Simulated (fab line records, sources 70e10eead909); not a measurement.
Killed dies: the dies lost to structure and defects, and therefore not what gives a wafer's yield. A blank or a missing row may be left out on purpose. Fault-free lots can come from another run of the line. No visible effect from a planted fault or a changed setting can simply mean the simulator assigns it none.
fab line records | flow nand-harc
record lots=13 wafers=39 last-day=24
route steps=1159 shown P_GATE@209 P_CONTACT@234 P_M0@274 P_M1@294 END@1159
lots untouched by any fault: they come from a run of this same line in which no faults occurred
start-h: the number of hours between the record's first day and the start of the first shown wafer of the lot | wait-h: time in hours since the lot's previous step | " unchanged from the row above | L1.1+2: one row covering several wafers at once | - either no value or no given start | * or withheld: withheld | < > ~ a bound
route shown NAME@n: names a module that has steps shown in the file, with the first one's number in the route | usual: the fault-free wafers' mean and standard deviation | same: alike in all rows | chamber/n: place in a boat | sites: the reading at each site | _std_site: their standard deviation | _edge_site: the outer-site mean with the inner-site mean subtracted | radius-mm: how far each site lies from the wafer's centre | mask NAME#n: copy n | behind: tool/chamber where the wafer was last shaped | hold: the reason the lot was held/the length of the hold in hours/how it ended | device: the transistor (n, p or np) that didn't switch | end of line: the same wafers' tests at the end of the route | for a step that has no rows: nothing shown but its recipe | killed: not the wafer's yield, but the dies lost to structure and defects at the first sort | map: the dies of a wafer, with x for killed, . for not killed, _ for no die there
set.NAME: the run value of the setting; set.NAME@STEP: its run value at that earlier step | model.NAME: the simulator's own value behind a step, which no gauge read
the route's steps for a sample of lots (tables are steps, rows are wafers)
services: a tool's chamber out of use, with start hour (start-h, from the record's first day; less than 0 if before it), hours out, and reason
## steps
# step NHARC_P_GATE_DEGAS_109
# recipe temp-c=300 time-s=60
# usual heater-power-w=473/61
# columns lot.wafer tool chamber start-h wait-h heater-power-w
L123.2 pvd-sputter-01 - 114.32 0.1 449
L123.3 " - " " 445
L123.4 " - " " 520
L124.4 pvd-sputter-02 - 115.09 0.1 490
L124.3 " - " " 404
L124.6 " - " " 414
L128.1 pvd-sputter-03 - 136.35 0.1 491
L128.2 " - " " 353
L128.6 " - " " 542
L129.1 pvd-sputter-01 - 143.46 0.1 533
L129.3 " - " " 459
L129.6 " - " " 523
L130.2 pvd-sputter-01 - 146.06 0.1 426
L130.1 " - " " 548
L130.6 " - " " 513
L133.1 pvd-sputter-03 - 164.14 0.1 542
L133.2 " - " " 489
L133.5 " - " " 519
L132.1 pvd-sputter-02 - 164.23 0.1 410
L132.3 " - " " 414
L132.6 " - " " 493
L134.1 pvd-sputter-03 - 185.75 0.1 354
L134.4 " - " " 495
L134.6 " - " " 361
L137.3 pvd-sputter-01 - 186.96 0.1 560
L137.2 " - " " 546
L137.6 " - " " 559
L135.1 pvd-sputter-02 - 188.02 0.1 409
L135.5 " - " " 414
L135.6 " - " " 497
L136.3 pvd-sputter-03 - 192.91 0.1 360
L136.1 " - " " 488
L136.4 " - " " 519
L142.4 pvd-sputter-01 - 223.57 0.1 435
L142.1 " - " " 538
L142.3 " - " " 559
L145.4 pvd-sputter-01 - 240.36 0.1 557
L145.3 " - " " 436
L145.6 " - " " 427
# step NHARC_P_CONTACT_INSPECT_14
# usual raw-defect-count=3.3/2.2
# columns lot.wafer tool chamber start-h wait-h raw-defect-count
L123.2 defect-inspect-02 - 117.54 0.0 3
L123.3 " - " " 4
L123.4 " - " " 6
L124.3 defect-inspect-01 - 117.89 0.0 7
L124.4 " - " " 6
L124.6 " - " " 5
L128.1 defect-inspect-02 - 138.98 0.0 3
L128.2 " - " " 3
L128.6 " - " " 5
L129.1 defect-inspect-02 - 146.35 0.0 4
L129.3 " - " " 3
L129.6 " - " " 2
L130.1 defect-inspect-01 - 148.66 0.0 0
L130.2 " - " " 3
L130.6 " - " " 1
L133.1 defect-inspect-02 - 167.01 0.0 0
L133.2 " - " " 4
L133.5 " - " " 4
L132.1 defect-inspect-02 - 167.48 0.0 9
L132.3 " - " " 2
L132.6 " - " " 6
L134.1 defect-inspect-01 - 188.45 0.0 6
L134.4 " - " " 3
L134.6 " - " " 4
L137.2 defect-inspect-01 - 189.64 0.0 5
L137.3 " - " " 4
L137.6 " - " " 4
L135.1 defect-inspect-01 - 190.73 0.0 2
L135.5 " - " " 0
L135.6 " - " " 3
L136.1 defect-inspect-01 - 195.74 0.0 5
L136.3 " - " " 1
L136.4 " - " " 2
L142.1 defect-inspect-01 - 226.36 0.0 4
L142.3 " - " " 3
L142.4 " - " " 2
L145.3 defect-inspect-02 - 242.94 0.0 3
L145.4 " - " " 4
L145.6 " - " " 3
# step NHARC_P_M0_PVD_20
# recipe target-thk-a=50 bias-v=168.6 power-w=15000 chamber-pressure-pa=0.12 time-s=8.06 substrate-temp-c=50 material=TaN
# usual throttle-valve-pct=30.2/0.69
# columns lot.wafer tool chamber start-h wait-h throttle-valve-pct
L123.3 pvd-sputter-03 - - - 29.1
L123.2 " - " " 30.7
L123.4 " - " " 30.0
L124.4 pvd-sputter-01 - - - 30.8
L124.3 " - " " 30.0
L124.6 " - " " 30.8
L128.2 pvd-sputter-02 - - - 29.4
L128.1 " - " " 31.0
L128.6 " - " " 28.9
L129.3 pvd-sputter-01 - - - 29.9
L129.1 " - " " 29.8
L129.6 " - " " 30.0
L130.1 pvd-sputter-01 - - - 29.9
L130.2 " - " " 30.5
L130.6 " - " " 30.7
L133.2 pvd-sputter-03 - - - 30.6
L133.1 " - " " 29.0
L133.5 " - " " 29.8
L132.3 pvd-sputter-01 - - - 31.1
L132.1 " - " " 30.7
L132.6 " - " " 30.7
L134.1 pvd-sputter-02 - - - 31.1
L134.4 " - " " 29.5
L134.6 " - " " 30.5
L137.2 pvd-sputter-01 - - - 30.8
L137.3 " - " " 31.2
L137.6 " - " " 31.0
L135.1 pvd-sputter-03 - - - 29.0
L135.5 " - " " 30.6
L135.6 " - " " 29.0
L136.1 pvd-sputter-03 - - - 29.0
L136.3 " - " " 30.8
L136.4 " - " " 30.1
L142.4 pvd-sputter-02 - - - 30.3
L142.3 " - " " 30.2
L142.1 " - " " 28.6
L145.3 pvd-sputter-03 - - - 29.2
L145.4 " - " " 30.6
L145.6 " - " " 28.8
# step NHARC_P_M1_DEVELOP_08
# recipe develop-time-s=35 dev-temp-c=23
# usual developer-temp-C=22.97/0.096
# columns lot.wafer tool chamber start-h wait-h developer-temp-C
L123.2 litho-track-01 0 140 - 22.82
L123.3 " 0 " " 23.07
L123.4 " 0 " " 22.94
L124.3 litho-track-01 0 141 - 23.01
L124.4 " 0 " " 22.85
L124.6 " 0 " " 23.00
L128.1 litho-track-04 0 152 - 22.86
L128.2 " 0 " " 22.93
L128.6 " 0 " " 22.82
L129.1 litho-track-06 0 156 - 22.89
L129.3 " 0 " " 22.93
L129.6 " 0 " " 22.83
L130.1 litho-track-01 0 158 - 23.15
L130.2 " 0 " " 23.10
L130.6 " 0 " " 22.95
L133.1 litho-track-06 0 181 - 22.99
L133.2 " 0 " " 23.01
L133.5 " 0 " " 23.02
L132.1 litho-track-04 0 190 - 23.06
L132.3 " 0 " " 23.09
L132.6 " 0 " " 23.18
L134.1 litho-track-06 0 197 - 23.00
L134.4 " 0 " " 22.99
L134.6 " 0 " " 22.92
L137.2 litho-track-06 0 198 - 22.98
L137.3 " 0 " " 23.13
L137.6 " 0 " " 22.99
L135.1 litho-track-01 0 198 - 22.82
L135.5 " 0 " " 22.95
L135.6 " 0 " " 22.96
L136.1 litho-track-06 0 211 - 23.04
L136.3 " 0 " " 23.12
L136.4 " 0 " " 23.03
L142.1 litho-track-06 0 236 - 22.06
L142.3 " 0 " " 21.88
L142.4 " 0 " " 22.05
L145.3 litho-track-06 0 255 - 22.06
L145.4 " 0 " " 21.98
L145.6 " 0 " " 22.00
# step NHARC_END_SORT_01
# recipe temp-c=25
# usual defect-limited-yield=95.2/1.6 killed-at-array=29/10 killed-at-other=0.7/1.1 killed-at-periphery=3.2/2.2 killed-dies=33/11 killed-open=3.5/1.8 killed-short=2.0/1.4 sort_bin_2_pct=1.5/0.61 sort_bin_3_pct=0.29/0.22 sort_bin_4_pct=3.1/1.1 sort-n-pass=644/11 sort-rim-yield-pct=95/3.3 sort-yield-pct=95.2/1.6
# same gross-dies=677 sort_bin_5_pct[%]=0 sort_bin_6_pct[%]=0 sort_bin_7_pct[%]=0 sort_bin_8_pct[%]=0 sort-rim-n-gross=106.00
# columns lot.wafer tool chamber start-h wait-h defect-limited-yield[%] killed-at-array killed-at-other killed-at-periphery killed-dies killed-open killed-short sort_bin_2_pct[%] sort_bin_3_pct[%] sort_bin_4_pct[%] sort-n-pass sort-rim-yield-pct[%] sort-yield-pct[%]
L132.3 prober-01 0 515.30 3.1 97.6 8 0 8 16 2 0 1.3 0 1.0 661 97 97.6
# killed by level:class
L132.3 P_M0:chamber-film-flake=6 P_GATE:chamber-film-flake=2 A_CHANNEL_HOLE_D1:chamber-film-flake=2 A_CONTACT:geometric-particle:open=1 A_M0:geometric-particle:open=1 A_SLIT:chamber-film-flake=1 A_CONTACT:chamber-film-flake=1 A_BLC:chamber-film-flake=1
## services
# columns tool chamber start-h hours kind
litho-track-01 - 93.00 7.0 pm
pvd-sputter-03 - 102.00 10.0 pm
pvd-sputter-01 - 114.69 2.0 repair
litho-track-06 - 117.00 7.0 pm
litho-track-04 - 141.00 7.0 pm
pvd-sputter-01 - 158.03 10.0 pm
pvd-sputter-01 - 173.50 0.9 repair
pvd-sputter-01 - 191.58 1.5 repair
pvd-sputter-02 - 214.02 10.0 pm
## key
first-sign step=NHARC_P_M1_DEVELOP_08 reading=developer-temp-C direction=down sigmas=10 usual=* struck=*
effect none on later readings
met-at NHARC_P_M1_DEVELOP_08
struck-lots L142,L145
not-acting-at NHARC_P_GATE_DEGAS_109,NHARC_P_CONTACT_INSPECT_14,NHARC_P_M0_PVD_20
onset-between 211 236
fault kind=process-parameter-drift tool=litho-track-06 chamber=- onset-h=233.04 steps=NHARC_P_M1_DEVELOP_08 channel=dev-temp-c offset=* shape=step end-h=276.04 acts-in=* stated=*
